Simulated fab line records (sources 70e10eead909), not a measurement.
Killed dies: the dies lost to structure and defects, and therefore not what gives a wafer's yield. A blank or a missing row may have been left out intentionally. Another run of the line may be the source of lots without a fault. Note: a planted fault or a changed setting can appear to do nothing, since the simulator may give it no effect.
Matching of chambers	flow nand_harc	NHARC_P_M1_PRE_CLEAN_32 on pecvd-01: 3 sister chambers
The step time 12 s. 16 wafers are shown with their chamber, then 8 later ones without.

EACH WAFER AND ITS CHAMBER
wafer	chamber	heater_power_w (W)	susceptor_temp_C (C)
L136.1	1	705	369.90
L136.3	0	648	370.25
L136.4	1	675	370.01
L137.2	1	679	369.66
L137.3	2	733	369.58
L137.4	2	723	369.83
L138.1	2	711	370.05
L138.4	0	615	369.64
L138.6	1	700	370.23
L144.1	1	733	370.33
L144.3	1	723	370.14
L144.6	2	672	369.93
L146.2	2	726	369.87
L146.4	0	655	370.26
L146.5	1	680	369.80
L154.1	0	622	369.92

SIGNATURES (averages over the wafers above)
reading	chamber 0	chamber 1	chamber 2	scatter within a chamber
heater_power_w	635.00	699.29	713.00	22.5
susceptor_temp_C	370.0175	370.0100	369.8520	0.237
Rule: distance of a wafer from a chamber = root of the sum over the readings of ((wafer's reading minus chamber's mean) / reading's scatter) squared. The wafer belongs to the nearest chamber; if the next one is less than 2 further off, it can't be placed. The scatter: the root of (the sum of the squares of (reading less its chamber's mean) over the shown wafers, divided by (wafers less chambers)).

WAFERS WITH NO CHAMBER GIVEN
wafer	heater_power_w (W)	susceptor_temp_C (C)
L154.2	747	370.14
L154.3	727	369.96
L155.1	697	370.15
L155.2	698	369.83
L155.6	685	369.89
L156.1	755	369.76
L156.3	669	370.02
L156.5	691	369.96

CHAMBER TAKEN BY EACH
wafer	from the rows above	in truth
L154.2	can't be placed: 2 or 1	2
L154.3	can't be placed: 2 or 1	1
L155.1	can't be placed: 1 or 2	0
L155.2	can't be placed: 2 or 1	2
L155.6	can't be placed: 1 or 2 or 0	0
L156.1	can't be placed: 2 or 1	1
L156.3	can't be placed: 1 or 0 or 2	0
L156.5	can't be placed: 1 or 2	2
Correct placement for 0 of the 8. These rows do not allow placing 8 (true chamber among the candidates in 7). Number placed wrongly: 0.
